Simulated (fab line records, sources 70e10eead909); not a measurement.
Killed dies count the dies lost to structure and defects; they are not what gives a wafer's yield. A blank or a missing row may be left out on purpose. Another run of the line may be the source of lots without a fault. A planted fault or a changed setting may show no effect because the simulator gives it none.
One fault seen from 2 desks / flow nand_harc / only its own numbers are on each desk; what lay behind them is given at the end

== THE METROLOGY DESK ==
What the gauges read for every lot (on any tool): the sampled wafers with a number, averaged. Marked OUT: a lot whose mean sits more than 4 standard deviations from the usual mean, which makes it out of limits; the brackets give that distance.
Columns: A = cd_nm at NHARC_P_ZERO_WELL_CD_MEAS_37, usual 719 nm
lot=L642; first seen here=day 2 00:16; A=720
lot=L644; first seen here=day 2 20:15; A=718
lot=L646; first seen here=day 3 16:01; A=721
lot=L647; first seen here=day 4 02:11; A=718
lot=L648; first seen here=day 4 12:15; A=718
lot=L649; first seen here=day 4 22:12; A=721
lot=L651; first seen here=day 5 18:09; A=716
lot=L656; first seen here=day 7 20:10; A=722
lot=L657; first seen here=day 8 06:13; A=721
lot=L658; first seen here=day 8 16:16; A=715
lot=L659; first seen here=day 9 02:06; A=721
lot=L661; first seen here=day 9 22:36; A=721
lot=L662; first seen here=day 10 11:10; A=721
This desk found nothing out of limits on any of the 13 lots.

== DESK OF THE TOOL OWNER: krf_scanner-02 ==
The tool's own readings at NHARC_P_STI_EXPOSE_06 (exposes mask P STI, target cd 200 nm): means of the sampled wafers that have a number, for each lot that ran on this tool. Marked OUT: a lot whose mean sits more than 4 standard deviations from the usual mean, which makes it out of limits; the brackets give that distance.
Columns: A = exposure_dose_mJ_cm2 at NHARC_P_STI_EXPOSE_06, usual 37.76
lot=L642; first seen here=day 2 23:16; A=37.70
lot=L644; first seen here=day 3 16:40; A=37.67
lot=L646; first seen here=day 4 12:55; A=37.63
lot=L651; first seen here=day 6 14:27; A=37.68
lot=L656; first seen here=day 8 14:58; A=37.61
lot=L658; first seen here=day 9 11:58; A=39.30 (+10) OUT
lot=L659; first seen here=day 9 20:19; A=38.97 (+8.1) OUT
lot=L661; first seen here=day 10 17:58; A=38.63 (+5.8) OUT
Finding of this desk: L658, L659, L661 out of limits; the first was L658 at day 9 11:58, on exposure_dose_mJ_cm2 at NHARC_P_STI_EXPOSE_06. L642, L644, L646, L651, L656 stayed within limits.

== TAKEN TOGETHER ==
On L658, L659, L661, at day 9 11:58, an alarm was possible from the tool owner's desk.
At the metrology desk, nothing out of limits was observed.
The metrology desk holds a record of L658, L659, L661, inside its limits.
Of the lots named, all ran NHARC_P_STI_EXPOSE_06 on krf_scanner-02.

== WHAT HAD BEEN PUT IN BY THE SIMULATOR ==
Drift in process parameters on krf_scanner-02 at NHARC_P_STI_EXPOSE_06, starting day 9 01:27. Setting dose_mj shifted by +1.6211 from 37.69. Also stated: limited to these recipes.
Struck lots among those shown: L658, L659, L661.
Time in hours from fault onset to the first out-of-limits reading at each desk: the tool owner's desk, 11.
